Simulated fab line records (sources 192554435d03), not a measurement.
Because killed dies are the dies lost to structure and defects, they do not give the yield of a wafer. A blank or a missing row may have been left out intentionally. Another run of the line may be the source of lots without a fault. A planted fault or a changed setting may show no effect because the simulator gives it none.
Chamber matching ; flow n5 finfet ; rie diel-06 running N5_DUMMY_GATE_ETCH_42: 4 sister chambers
The step etches SiO2 in CHF3/O2, target depth 3.5 nm, time 31 s. 4 wafers are shown with their chamber, then 11 later ones without.

## WAFERS, EACH WITH ITS CHAMBER
wafer;chamber;showerhead plenum p Torr (Torr)
L081.3;0;2.37
L087.2;1;2.47
L087.4;3;2.40
L088.1;2;2.24

## WAFERS MISSING THEIR CHAMBER
wafer;showerhead plenum p Torr (Torr)
L088.2;2.40
L088.6;2.36
L089.1;2.24
L089.2;2.40
L089.6;2.47
L094.4;2.40
L094.5;2.24
L094.6;2.47
L095.2;2.36
L095.4;2.47
L095.5;2.24

## THE CHAMBER EACH PASSED THROUGH
wafer;from the rows above;in truth
L088.2;3;3
L088.6;0;0
L089.1;2;2
L089.2;3;3
L089.6;1;1
L094.4;3;3
L094.5;2;2
L094.6;1;1
L095.2;0;0
L095.4;1;1
L095.5;2;2
11 of 11 placed correctly. Left unplaced by these rows: 0. 0 placed wrongly.
How it was worked out, from the rows above alone: a wafer's distance from a chamber is the root of the sum, over the readings, of the square of ((its reading less the chamber's mean) divided by the reading's scatter). The wafer belongs to the nearest chamber; if the next one is less than 2 further off, it can't be placed. The mean given for a chamber averages the wafers shown for that chamber. The scatter (one wafer shown for each chamber): square how far every hidden wafer sits from the nearest shown wafer, average those squares and take the square root.
